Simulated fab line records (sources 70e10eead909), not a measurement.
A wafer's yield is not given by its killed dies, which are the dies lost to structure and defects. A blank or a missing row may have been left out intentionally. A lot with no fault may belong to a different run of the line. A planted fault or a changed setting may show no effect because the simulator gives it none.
fab line records    flow nandHarc    part 2 of 2: steps 23 to 31 of 31
record: lots: 5  wafers: 15  lastDay: 32
route steps=1302 shown A_STAIRCASE@689
lots that met no fault: taken from a fault-free run of the same line
startH: start of the lot's first displayed wafer, in hours after the record's first day    waitH: how many hours have passed since the lot's step before this one    " the same as in the row above    L1.1+2: a single row standing in for several wafers    - either no value or no given start    * or withheld: withheld    < > ~ a bound
route shown NAME@n: a module of which the file shows steps, and the number in the route of the first    usual: mean and standard deviation over wafers with no fault    same: alike in all rows    chamber/n: place in a boat    sites: readings site by site    _std_site: the standard deviation of these    _edge_site: the outer-site mean with the inner-site mean subtracted    radiusMm: how far each site lies from the wafer's centre    mask NAME#n: copy n    behind: tool/chamber where the wafer was last shaped    hold: the reason the lot was held/the length of the hold in hours/how it ended    device: which transistor (n, p or np) failed to switch    end of line: the tests these same wafers got at the end of their route    a step given without rows: its recipe and nothing more    killed: dies that structure and defects cost at the first sort, which is not the same as the wafer's yield    map: a wafer's dies, x killed, . not, _ none there
set.NAME: the setting that was run; set.NAME@STEP: the one run at that earlier step    model.NAME: the simulator's own value behind a step, which no gauge read
lots at some steps of the route; a table a step, a row a wafer
services: the hour from which a tool's chamber was out of use, counted from the record's first day as startH (under 0 if before that day), plus the number of hours and why
== steps ==
step: NHARC_A_STAIRCASE_ETCH_199
recipe: targetDepthA: 1000  timeS: 40.5  ionEnergyEv: 400  c4f8FlowSccm: 20  o2FlowSccm: 10  arFlowSccm: withheld  rfW: 600  biasW: 1000  chemistry: C4F8/O2
usual: oesProductAu: 0.947/0.012  rfVppV: 895/7.2
lot.wafer  tool        chamber  startH  waitH  oesProductAu  rfHoursCounterH  rfVppV
L076.3     rieDiel-12  3        -       -      0.967         33               888
L076.4     "           2        "       "      0.926         33               890
L076.5     "           3        "       "      0.964         -                886
L077.3     rieDiel-06  1        -       -      0.949         23               904
L077.4     "           3        "       "      0.951         26               888
L077.6     "           2        "       "      0.957         -                893
L084.4     rieDiel-06  0        -       -      0.939         40               890
L084.3     "           3        "       "      0.955         44               888
L084.5     "           0        "       "      0.936         -                889
L089.2     rieDiel-06  0        -       -      0.942         10               888
L089.3     "           2        "       "      0.943         11               893
L089.6     "           0        "       "      0.936         -                889
L095.4     rieDiel-06  1        -       -      0.927         30               903
L095.3     "           2        "       "      0.933         28               893
L095.2     "           3        "       "      0.929         26               887
step: NHARC_A_STAIRCASE_TRIM_200
recipe: timeS: 211.2  o2FlowSccm: 500  arFlowSccm: 0  biasW: 0  chemistry: O2
usual: drypumpMotorCurrentA: 5.8/0.51  oesProductAu: 1.000/0.0099  rfVppV: 57.8/1  showerheadPlenumPTorr: 3.52/0.2  throttleValvePct: 17.036/0.0088
lot.wafer  tool        chamber  startH  waitH  drypumpMotorCurrentA  oesProductAu  rfHoursCounterH  rfVppV  showerheadPlenumPTorr  throttleValvePct
L076.4     rieDiel-12  0        -       -      6.3                   1.007         29               57.0    3.60                   17.026
L076.3     "           1        "       "      6.6                   0.980         30               55.9    3.34                   17.027
L076.5     "           3        "       "      5.9                   1.005         -                56.9    3.28                   17.050
L077.3     rieDiel-06  2        -       -      4.9                   1.005         28               58.5    3.48                   17.032
L077.4     "           3        "       "      5.4                   1.019         26               58.8    3.31                   17.027
L077.6     "           2        "       "      4.9                   1.014         -                57.5    3.48                   17.051
L084.3     rieDiel-06  0        -       -      5.4                   0.982         40               57.3    3.35                   17.035
L084.4     "           1        "       "      5.3                   0.989         41               60.0    3.75                   17.037
L084.5     "           0        "       "      5.4                   0.993         -                59.3    3.35                   17.037
L089.2     rieDiel-06  0        -       -      5.4                   0.993         10               55.2    3.34                   17.039
L089.3     "           2        "       "      4.9                   1.012         11               59.4    3.46                   17.035
L089.6     "           0        "       "      5.4                   1.004         -                56.9    3.34                   17.045
L095.4     rieDiel-06  1        -       -      5.2                   0.976         34               58.7    3.73                   17.033
L095.2     "           2        "       "      4.9                   0.993         30               58.9    3.45                   17.035
L095.3     "           3        "       "      5.4                   0.995         28               56.1    3.28                   17.036
step: NHARC_A_STAIRCASE_ETCH_201
recipe: targetDepthA: 1000  timeS: 40.5  ionEnergyEv: 400  c4f8FlowSccm: 20  o2FlowSccm: 10  arFlowSccm: withheld  rfW: 600  biasW: 1000  chemistry: C4F8/O2
usual: oesProductAu: 0.945/0.012  rfVppV: 895/7.3
lot.wafer  tool        chamber  startH  waitH  oesProductAu  rfHoursCounterH  rfVppV
L076.4     rieDiel-12  0        -       -      0.958         29               899
L076.3     "           1        "       "      0.943         30               891
L076.5     "           2        "       "      0.931         -                890
L077.3     rieDiel-06  1        -       -      0.950         24               904
L077.4     "           2        "       "      0.943         28               893
L077.6     "           0        "       "      0.945         -                891
L084.4     rieDiel-06  0        -       -      0.936         40               888
L084.3     "           1        "       "      0.945         41               905
L084.5     "           0        "       "      0.933         -                891
L089.2     rieDiel-06  0        -       -      0.940         10               890
L089.3     "           1        "       "      0.940         10               905
L089.6     "           2        "       "      0.961         -                892
L095.4     rieDiel-06  2        -       -      0.930         30               893
L095.3     "           3        "       "      0.926         28               887
L095.2     "           1        "       "      0.942         34               904
step: NHARC_A_STAIRCASE_TRIM_202
recipe: timeS: 211.2  o2FlowSccm: 500  arFlowSccm: 0  biasW: 0  chemistry: O2
usual: drypumpMotorCurrentA: 5.7/0.5  oesProductAu: 1.002/0.0087  rfVppV: 57.8/0.93  showerheadPlenumPTorr: 3.51/0.2  throttleValvePct: 17.036/0.0091
lot.wafer  tool        chamber  startH  waitH  drypumpMotorCurrentA  oesProductAu  rfHoursCounterH  rfVppV  showerheadPlenumPTorr  throttleValvePct
L076.4     rieDiel-12  2        -       -      5.5                   1.006         33               56.9    3.35                   17.047
L076.3     "           1        "       "      6.6                   0.994         30               56.5    3.34                   17.027
L076.5     "           3        "       "      5.9                   1.017         -                57.9    3.28                   17.055
L077.4     rieDiel-06  3        -       -      5.4                   0.997         26               56.1    3.31                   17.028
L077.3     "           1        "       "      5.3                   0.996         24               57.9    3.76                   17.031
L077.6     "           0        "       "      5.4                   0.996         -                57.5    3.36                   17.042
L084.3     rieDiel-06  0        -       -      5.4                   0.990         40               58.6    3.35                   17.040
L084.4     "           1        "       "      5.2                   0.984         41               57.4    3.75                   17.045
L084.5     "           0        "       "      5.4                   0.999         -                57.2    3.35                   17.028
L089.3     rieDiel-06  3        -       -      5.4                   0.991         10               57.4    3.29                   17.044
L089.2     "           0        "       "      5.4                   0.999         10               57.4    3.34                   17.024
L089.6     "           3        "       "      5.4                   1.001         -                57.1    3.29                   17.034
L095.2     rieDiel-06  2        -       -      4.9                   0.995         30               58.9    3.45                   17.018
L095.4     "           3        "       "      5.4                   0.993         28               58.2    3.28                   17.025
L095.3     "           1        "       "      5.2                   0.991         34               58.2    3.73                   17.034
step: NHARC_A_STAIRCASE_ETCH_203
recipe: targetDepthA: 1000  timeS: 40.5  ionEnergyEv: 400  c4f8FlowSccm: 20  o2FlowSccm: 10  arFlowSccm: withheld  rfW: 600  biasW: 1000  chemistry: C4F8/O2
usual: oesProductAu: 0.942/0.011  rfVppV: 895/7
lot.wafer  tool        chamber  startH  waitH  oesProductAu  rfHoursCounterH  rfVppV
L076.4     rieDiel-12  0        -       -      0.958         29               898
L076.3     "           2        "       "      0.937         33               890
L076.5     "           1        "       "      0.940         -                891
L077.4     rieDiel-06  2        -       -      0.956         28               895
L077.3     "           3        "       "      0.940         26               888
L077.6     "           3        "       "      0.930         -                888
L084.4     rieDiel-06  1        -       -      0.939         41               905
L084.3     "           3        "       "      0.925         44               886
L084.5     "           2        "       "      0.934         -                895
L089.3     rieDiel-06  0        -       -      0.936         10               889
L089.2     "           2        "       "      0.961         11               893
L089.6     "           3        "       "      0.937         -                887
L095.3     rieDiel-06  0        -       -      0.949         32               889
L095.4     "           1        "       "      0.945         34               903
L095.2     "           2        "       "      0.944         30               894
step: NHARC_A_STAIRCASE_STRIP_205
recipe: powerW: 1500  tempC: 250  chemistry: O2
usual: drypumpMotorCurrentA: 5.7/0.35  heaterPowerW: 342/21  rfReflPowerW: 17/3.6
lot.wafer  tool            chamber  startH  waitH  drypumpMotorCurrentA  heaterPowerW  rfHoursCounterH  rfReflPowerW
L076.4     plasmaAsher-01  1        380.84  0.2    5.5                   374           -                -
L076.3     "               0        "       "      6.2                   317           -                -
L076.5     "               1        "       "      5.5                   377           -                -
L077.4     plasmaAsher-01  0        386.93  0.2    6.2                   326           -                18
L077.3     "               1        "       "      5.5                   366           -                20
L077.6     "               0        "       "      6.2                   314           -                17
L084.3     plasmaAsher-01  1        448.19  0.2    5.5                   377           -                20
L084.4     "               0        "       "      6.1                   315           -                18
L084.5     "               1        "       "      5.5                   375           -                20
L089.2     plasmaAsher-02  0        515.38  0.1    5.2                   346           17               -
L089.3     "               1        "       "      5.9                   354           -                -
L089.6     "               0        "       "      5.2                   348           -                -
L095.2     plasmaAsher-01  0        578.78  0.1    6.1                   302           8                18
L095.4     "               1        "       "      5.5                   349           -                21
L095.3     "               0        "       "      6.1                   317           -                18
step: NHARC_A_STAIRCASE_STRIP_206
recipe: timeS: 900  tempC: 130  chemistry: SPM
usual: bathHeatDutyPct: 14.9/1.8
lot.wafer  tool         chamber  startH  waitH  bathHeatDutyPct
L076.5     wetBench-03  0        381.08  0.1    15.8
L076.3     "            3        "       "      16.6
L076.4     "            5        "       "      15.8
L077.6     wetBench-02  4        387.18  0.1    14.5
L077.4     "            6        "       "      14.9
L077.3     "            7        "       "      14.3
L084.5     wetBench-03  7        448.45  0.1    15.0
L084.4     "            2        "       "      12.7
L084.3     "            3        "       "      17.6
L089.3     wetBench-02  7        515.68  0.2    15.5
L089.2     "            3        "       "      14.6
L089.6     "            4        "       "      16.6
L095.3     wetBench-03  5        579.08  0.2    16.1
L095.4     "            6        "       "      17.8
L095.2     "            7        "       "      16.0
step: NHARC_A_STAIRCASE_PRECLEAN_207
recipe: timeS: *  tempC: 50  bathAgeMin: 0  chemistry: SC1
usual: bathHeatDutyPct: 7.2/0.91
lot.wafer  tool         chamber  startH  waitH  bathHeatDutyPct
L076.5     wetBench-03  0        -       -      7.2
L076.3     "            3        "       "      8.7
L076.4     "            5        "       "      6.7
L077.6     wetBench-02  4        -       -      7.3
L077.4     "            6        "       "      6.6
L077.3     "            7        "       "      7.6
L084.5     wetBench-03  7        -       -      7.6
L084.4     "            2        "       "      6.2
L084.3     "            3        "       "      7.5
L089.3     wetBench-02  7        -       -      7.8
L089.2     "            3        "       "      7.5
L089.6     "            4        "       "      7.3
L095.3     wetBench-03  5        -       -      6.9
L095.4     "            6        "       "      8.8
L095.2     "            7        "       "      7.4
step: NHARC_A_STAIRCASE_SRD_208
lot.wafer   tool         chamber  startH  waitH
L076.5+3+4  wetBench-03  0,3,5    -       -
L077.6+4+3  wetBench-02  4,6,7    -       -
L084.5+4+3  wetBench-03  7,2,3    -       -
L089.3+2+6  wetBench-02  7,3,4    -       -
L095.3+4+2  wetBench-03  5,6,7    -       -
== services ==
tool            chamber  startH  hours  kind
wetBench-06     -        369.60  8.0    pm
wetBench-03     -        370.23  2.6    repair
rieDiel-12      2        373.76  4.8    repair
krfScanner-03   -        396.00  4.0    pm
rieDiel-12      -        411.42  2.4    repair
wetBench-02     -        420.00  8.0    pm
lithoTrack-07   -        426.00  7.0    pm
plasmaAsher-02  -        426.36  9.0    pm
wetBench-02     -        433.43  1.7    repair
krfScanner-02   -        438.00  4.0    pm
lithoTrack-03   -        450.00  7.0    pm
krfScanner-02   -        461.69  0.1    repair
lithoTrack-05   -        474.00  7.0    pm
krfScanner-01   -        482.91  0.7    repair
krfScanner-01   -        484.03  4.0    pm
rieDiel-06      -        485.10  9.0    pm
krfScanner-01   -        492.57  0.9    repair
rieDiel-09      -        497.45  9.0    pm
krfScanner-03   -        514.25  0.5    repair
krfScanner-02   -        515.97  2.2    repair
plasmaAsher-01  -        523.52  9.0    pm
wetBench-06     -        545.60  8.0    pm
wetBench-03     -        562.50  8.0    pm
krfScanner-03   -        568.00  4.0    pm
